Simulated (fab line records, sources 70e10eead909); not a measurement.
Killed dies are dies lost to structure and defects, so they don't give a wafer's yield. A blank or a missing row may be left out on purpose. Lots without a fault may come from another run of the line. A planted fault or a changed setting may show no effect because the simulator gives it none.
fab line records | flow nand_harc
record lots=13 wafers=39 last_day=24
route steps=1159 shown P_GATE@175 P_CONTACT@227
lots that met no fault: from a run of the same line without faults
start_h: hours from the record's first day to the start of the lot's first wafer shown | wait_h: hours since the lot's step before | " the same as in the row above | L1.1+2: a row that stands for several wafers | - no value, or no start given | * or withheld: withheld | < > ~ a bound
route shown NAME@n: a module of which the file shows steps, and the number in the route of the first | usual: mean/standard deviation of fault-free wafers | same: alike in all rows | chamber/n: place in a boat | sites: the reading at each site | _std_site: their standard deviation | _edge_site: outer sites' mean less inner sites' | radius_mm: how far each site lies from the wafer's centre | mask NAME#n: copy n | behind: the tool/chamber that last shaped the wafer | hold: why the lot was held/for how many hours/how that ended | device: the transistor (n, p or np) that didn't switch | end of line: the same wafers' tests at the end of the route | a step without rows: its recipe alone | killed: dies lost to structure and defects at the first sort, not the wafer's yield | map: a wafer's dies, x killed, . not, _ none there
set.NAME: the setting as run; set.NAME@STEP: as run at that earlier step | model.NAME: the simulator's own value behind a step, which no gauge read
steps of the route over a sample of lots; a table a step, a row a wafer
services: from which hour (start_h, from the record's first day; less than 0 if before it) a tool's chamber was out of use, for how many hours, and why
## steps
# step NHARC_P_GATE_STRIP_75
# recipe power_w=1500 temp_c=250 chemistry=O2
# usual drypump_motor_current_A=5.55/0.13 heater_power_w=309/26
# columns lot.wafer tool chamber start_h wait_h drypump_motor_current_A heater_power_w rf_hours_counter_h
L785.1 plasma_asher-02 1 102.52 0.2 5.44 312 27
L785.3 " 0 " " 5.46 283 -
L785.4 " 1 " " 5.44 317 -
L784.2 plasma_asher-02 0 105.07 0.2 5.52 270 30
L784.1 " 1 " " 5.46 318 30
L784.3 " 1 " " 5.45 307 -
L786.3 plasma_asher-02 1 115.96 0.1 5.45 315 -
L786.5 " 0 " " 5.50 274 -
L786.6 " 1 " " 5.45 318 -
L788.1 plasma_asher-02 1 126.28 0.2 5.46 319 38
L788.4 " 1 " " 5.47 316 -
L788.5 " 1 " " 5.45 314 -
L794.2 plasma_asher-01 1 163.80 0.2 5.84 320 18
L794.4 " 1 " " 5.85 314 -
L794.5 " 1 " " 5.84 323 -
L796.4 plasma_asher-02 1 179.08 0.2 5.44 317 -
L796.3 " 0 " " 5.45 275 -
L796.6 " 0 " " 5.50 279 -
L795.1 plasma_asher-02 0 179.94 0.2 5.52 277 54
L795.3 " 1 " " 5.44 316 -
L795.6 " 1 " " 5.45 320 -
L797.2 plasma_asher-01 1 185.80 0.2 5.86 321 28
L797.1 " 0 " " 5.60 362 28
L797.4 " 1 " " 5.85 321 -
L800.3 plasma_asher-02 1 193.31 0.2 5.45 315 -
L800.5 " 1 " " 5.45 312 -
L800.6 " 0 " " 5.53 285 -
L802.2 plasma_asher-02 1 206.24 0.2 5.44 317 7
L802.1 " 0 " " 5.57 283 7
L802.6 " 0 " " 5.55 280 -
L805.1 plasma_asher-02 0 226.51 0.2 5.54 283 14
L805.4 " 1 " " 5.45 315 -
L805.6 " 0 " " 5.51 284 -
L807.1 plasma_asher-02 0 234.65 0.3 5.55 278 16
L807.4 " 0 " " 5.52 284 -
L807.3 " 1 " " 5.45 309 -
L806.1 plasma_asher-01 0 234.89 0.2 5.58 363 43
L806.3 " 1 " " 5.86 316 -
L806.4 " 0 " " 5.57 360 -
# step NHARC_P_GATE_STRIP_76
# recipe power_w=1500 temp_c=250 chemistry=O2
# usual drypump_motor_current_A=5.57/0.14 heater_power_w=312/28
# columns lot.wafer tool chamber start_h wait_h drypump_motor_current_A heater_power_w rf_hours_counter_h
L785.1 plasma_asher-02 0 105.40 0.2 5.52 276 30
L785.3 " 0 " " 5.57 274 -
L785.4 " 1 " " 5.45 316 -
L784.2 plasma_asher-02 0 106.93 0.2 5.55 281 32
L784.1 " 1 " " 5.45 309 32
L784.3 " 1 " " 5.45 316 -
L786.3 plasma_asher-01 0 117.66 0.2 5.56 359 -
L786.6 " 0 " " 5.59 358 -
L786.5 " 1 " " 5.87 313 -
L788.1 plasma_asher-01 0 127.88 0.2 5.58 363 6
L788.4 " 0 " " 5.58 357 -
L788.5 " 1 " " 5.83 313 -
L794.2 plasma_asher-01 0 168.33 3.0 5.60 363 19
L794.4 " 0 " " 5.58 366 -
L794.5 " 0 " " 5.57 363 -
L796.4 plasma_asher-02 1 180.96 0.2 5.44 312 -
L796.3 " 0 " " 5.56 275 -
L796.6 " 0 " " 5.50 274 -
L795.1 plasma_asher-01 0 181.64 0.2 5.58 354 25
L795.3 " 1 " " 5.86 321 -
L795.6 " 0 " " 5.59 363 -
L797.2 plasma_asher-01 1 187.54 0.2 5.86 320 30
L797.1 " 0 " " 5.56 358 30
L797.4 " 0 " " 5.56 355 -
L800.3 plasma_asher-02 0 195.09 0.1 5.57 284 -
L800.5 " 1 " " 5.43 304 -
L800.6 " 0 " " 5.55 280 -
L802.1 plasma_asher-01 0 207.99 0.2 5.60 365 35
L802.2 " 1 " " 5.86 306 35
L802.6 " 0 " " 5.60 363 -
L805.1 plasma_asher-01 1 228.12 0.2 5.87 318 41
L805.4 " 1 " " 5.88 322 -
L805.6 " 1 " " 5.87 312 -
L807.1 plasma_asher-01 0 236.26 0.2 5.60 357 44
L807.3 " 1 " " 5.86 319 -
L807.4 " 0 " " 5.57 352 -
L806.1 plasma_asher-02 1 236.63 0.2 5.44 311 17
L806.3 " 0 " " 5.49 289 -
L806.4 " 1 " " 5.45 314 -
# step NHARC_P_CONTACT_SOFTBAKE_07
# recipe temp_c=105 time_s=55
# usual heater_power_total_W=188.45/0.12
# columns lot.wafer tool chamber start_h wait_h heater_power_total_W
L785.1 litho_track-06 0 110 - 188.62
L785.3 " 0 " " 188.32
L785.4 " 0 " " 188.65
L784.1 litho_track-04 0 112 - 188.38
L784.2 " 0 " " 188.38
L784.3 " 0 " " 188.53
L786.3 litho_track-04 0 123 - 188.37
L786.5 " 0 " " 188.44
L786.6 " 0 " " 188.44
L788.1 litho_track-06 0 133 - 188.73
L788.4 " 0 " " 188.45
L788.5 " 0 " " 188.44
L794.2 litho_track-06 0 173 - 323.53
L794.4 " 0 " " 322.96
L794.5 " 0 " " 323.18
L796.3 litho_track-04 0 186 - 188.72
L796.4 " 0 " " 188.40
L796.6 " 0 " " 188.51
L795.1 litho_track-06 0 187 - 323.36
L795.3 " 0 " " 323.03
L795.6 " 0 " " 322.97
L797.1 litho_track-04 0 192 - 188.40
L797.2 " 0 " " 188.32
L797.4 " 0 " " 188.33
L800.3 litho_track-01 0 201 - 188.66
L800.5 " 0 " " 188.31
L800.6 " 0 " " 188.37
L802.1 litho_track-04 0 213 - 188.46
L802.2 " 0 " " 188.52
L802.6 " 0 " " 188.50
L805.1 litho_track-01 0 233 - 188.40
L805.4 " 0 " " 188.37
L805.6 " 0 " " 188.54
L807.1 litho_track-06 0 241 - 188.68
L807.3 " 0 " " 188.27
L807.4 " 0 " " 188.42
L806.1 litho_track-04 0 241 - 188.45
L806.3 " 0 " " 188.28
L806.4 " 0 " " 188.30
# step NHARC_P_CONTACT_DESCUM_17
# recipe time_s=3 o2_flow_sccm=200 ar_flow_sccm=0 bias_power_w=0 chemistry=O2
# usual drypump_motor_current_A=5.6/0.4 oes_product_au=0.999/0.0068 rf_vpp_V=57.8/0.76 showerhead_plenum_p_Torr=1.91/0.07 throttle_valve_pct=11.312/0.0099
# columns lot.wafer tool chamber start_h wait_h drypump_motor_current_A oes_product_au rf_hours_counter_h rf_vpp_V showerhead_plenum_p_Torr throttle_valve_pct
L785.4 rie_diel-04 0 111.22 0.1 5.3 1.005 16 59.2 1.92 11.314
L785.3 " 1 " " 5.0 1.001 18 57.7 1.94 11.315
L785.1 " 3 " " 6.0 1.000 16 58.3 1.78 11.323
L784.1 rie_diel-13 3 112.81 0.1 6.0 1.006 1 58.7 1.96 11.295
L784.2 " 1 " " 5.8 0.991 1 58.7 1.95 11.309
L784.3 " 2 " " 5.3 1.003 1 56.5 1.83 11.309
L786.3 rie_diel-04 3 123.68 0.1 6.0 1.001 0 56.9 1.78 11.309
L786.5 " 1 " " 5.0 0.987 - 58.3 1.94 11.298
L786.6 " 2 " " 6.1 0.987 - 58.3 1.99 11.308
L788.1 rie_diel-04 3 133.77 0.1 6.0 1.007 1 58.2 1.78 11.311
L788.4 " 1 " " 5.0 0.988 - 58.0 1.94 11.312
L788.5 " 3 " " 6.0 0.998 - 57.7 1.78 11.329
L794.4 rie_diel-13 2 174.27 0.1 5.3 1.003 7 56.0 1.83 11.308
L794.2 " 0 " " 5.5 1.009 6 57.8 1.96 11.292
L794.5 " 1 " " 5.8 1.004 - 58.7 1.95 11.295
L796.4 rie_diel-04 0 186.79 0.1 5.3 0.990 6 56.9 1.92 11.317
L796.3 " 1 " " 5.0 0.988 8 57.8 1.93 11.305
L796.6 " 1 " " 5.0 1.005 - 58.0 1.93 11.317
L795.3 rie_diel-13 2 187.72 0.1 5.3 1.003 8 57.5 1.83 11.319
L795.1 " 3 " " 6.0 1.010 6 58.3 1.96 11.315
L795.6 " 2 " " 5.3 0.999 - 57.7 1.82 11.300
L797.2 rie_diel-13 0 193.23 0.1 5.5 0.999 8 57.2 1.96 11.315
L797.4 " 2 " " 5.3 1.007 9 57.6 1.82 11.314
L797.1 " 3 " " 6.0 1.003 7 58.5 1.96 11.310
L800.3 rie_diel-04 2 201.66 0.1 6.0 0.991 9 57.9 1.98 11.304
L800.5 " 3 " " 6.0 0.998 - 58.0 1.78 11.309
L800.6 " 0 " " 5.3 0.992 - 57.4 1.92 11.307
L802.1 rie_diel-13 2 213.91 0.1 5.2 0.990 10 57.2 1.82 11.320
L802.2 " 0 " " 5.5 0.994 10 58.5 1.96 11.328
L802.6 " 2 " " 5.3 0.991 - 56.0 1.82 11.336
L805.1 rie_diel-04 1 233.95 0.1 5.0 0.999 12 57.9 1.93 11.319
L805.4 " 2 " " 6.0 1.003 11 57.0 1.98 11.311
L805.6 " 0 " " 5.4 1.018 - 57.4 1.92 11.293
L807.4 rie_diel-04 1 242.11 0.1 5.0 0.999 13 56.5 1.93 11.320
L807.1 " 2 " " 6.0 0.990 12 58.3 1.98 11.303
L807.3 " 3 " " 5.9 1.005 10 58.7 1.78 11.316
L806.3 rie_diel-13 1 242.45 0.1 5.8 0.995 14 58.0 1.95 11.314
L806.1 " 2 " " 5.3 1.000 13 58.1 1.82 11.314
L806.4 " 0 " " 5.5 0.997 13 57.5 1.96 11.305
## services
# columns tool chamber start_h hours kind
litho_track-01 - 93.00 7.0 pm
plasma_asher-01 - 99.00 9.0 pm
plasma_asher-01 0 99.00 9.0 vent_cycle
plasma_asher-01 1 99.00 9.0 vent_cycle
rie_diel-13 - 99.00 9.0 pm
plasma_asher-01 0 108.00 - clean
plasma_asher-01 1 108.00 - clean
rie_diel-04 - 111.90 9.0 pm
rie_diel-13 - 113.22 1.3 repair
litho_track-06 - 117.00 7.0 pm
rie_diel-13 3 120.60 16.8 repair
rie_diel-04 0 128.57 15.5 repair
litho_track-04 - 141.00 7.0 pm
plasma_asher-02 - 162.84 6.2 repair
rie_diel-04 3 167.13 13.6 repair
plasma_asher-02 - 183.23 9.0 pm
plasma_asher-02 0 183.23 9.0 vent_cycle
plasma_asher-02 1 183.23 9.0 vent_cycle
plasma_asher-02 0 192.23 - clean
plasma_asher-02 1 192.23 - clean
plasma_asher-01 - 192.66 8.7 repair
rie_diel-04 - 205.11 3.9 repair
rie_diel-04 2 214.75 5.5 repair
rie_diel-04 2 236.48 1.3 repair
## key
first_sign step=NHARC_P_CONTACT_SOFTBAKE_07 reading=heater_power_total_W direction=up sigmas=99+ usual=* struck=*
effect none on later readings
met_at NHARC_P_CONTACT_SOFTBAKE_07
struck_lots L794,L795
tester_left_out L794,L795
not_acting_at NHARC_P_GATE_STRIP_75,NHARC_P_GATE_STRIP_76,NHARC_P_CONTACT_DESCUM_17
onset_between 133 173
fault kind=process_parameter_drift tool=litho_track-06 chamber=- onset_h=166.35 steps=NHARC_P_CONTACT_SOFTBAKE_07 channel=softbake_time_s offset=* shape=step end_h=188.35 acts_in=* stated=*
# tester_left_out: of these lots the tester's yield and bins aren't shown, on N5 and GAA mostly nor the transistor test; their killed dies are dies lost to structure and defects alone, not to doping, threshold or leakage, so they don't give the yield
